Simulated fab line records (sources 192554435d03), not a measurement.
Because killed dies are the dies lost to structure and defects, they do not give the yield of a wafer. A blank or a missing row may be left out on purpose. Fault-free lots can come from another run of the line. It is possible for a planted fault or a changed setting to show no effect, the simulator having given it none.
Chamber matching ; flow n5Finfet ; N5_SDB_DESCUM_16 on rieDiel-06 has 4 sister chambers
The step chemistry O2, time 7.9 s. 8 wafers are shown with their chamber, then 8 later ones without.

== WAFERS WITH THEIR CHAMBER ==
wafer;chamber;drypumpMotorCurrentA (A);showerheadPlenumPTorr (Torr)
L076.2;1;5.9;1.99
L087.1;2;6.2;2.06
L087.5;0;4.9;1.98
L087.6;1;5.9;1.98
L089.1;3;6.5;2.18
L089.4;3;6.4;2.18
L089.5;2;6.2;2.06
L091.2;0;4.9;1.98

== WAFERS WITHOUT THEIR CHAMBER ==
wafer;drypumpMotorCurrentA (A);showerheadPlenumPTorr (Torr)
L091.3;6.2;2.06
L091.6;4.9;1.98
L095.2;6.2;2.05
L095.3;4.9;1.98
L095.4;5.9;2.24
L097.3;4.9;1.98
L097.5;5.9;2.24
L097.6;6.2;2.05

== THE CHAMBER EACH PASSED THROUGH ==
wafer;from the rows above;in truth
L091.3;2;2
L091.6;0;0
L095.2;2;2
L095.3;0;0
L095.4;3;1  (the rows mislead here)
L097.3;0;0
L097.5;3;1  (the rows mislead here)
L097.6;2;2
6 of 8 placed correctly. Number that these rows cannot place: 0. Wrongly placed: 2.
How it was worked out, from the rows above alone: a wafer's distance from a chamber is the root of the sum, over the readings, of the square of ((its reading less the chamber's mean) divided by the reading's scatter). If the next closest chamber is less than 2 further off than the closest, the wafer can't be placed; otherwise it belongs to the closest. The mean given for a chamber averages the wafers shown for that chamber. The scatter: take each reading less its chamber's mean, square it, sum over the shown wafers, divide by the number of wafers less the number of chambers, and take the root.
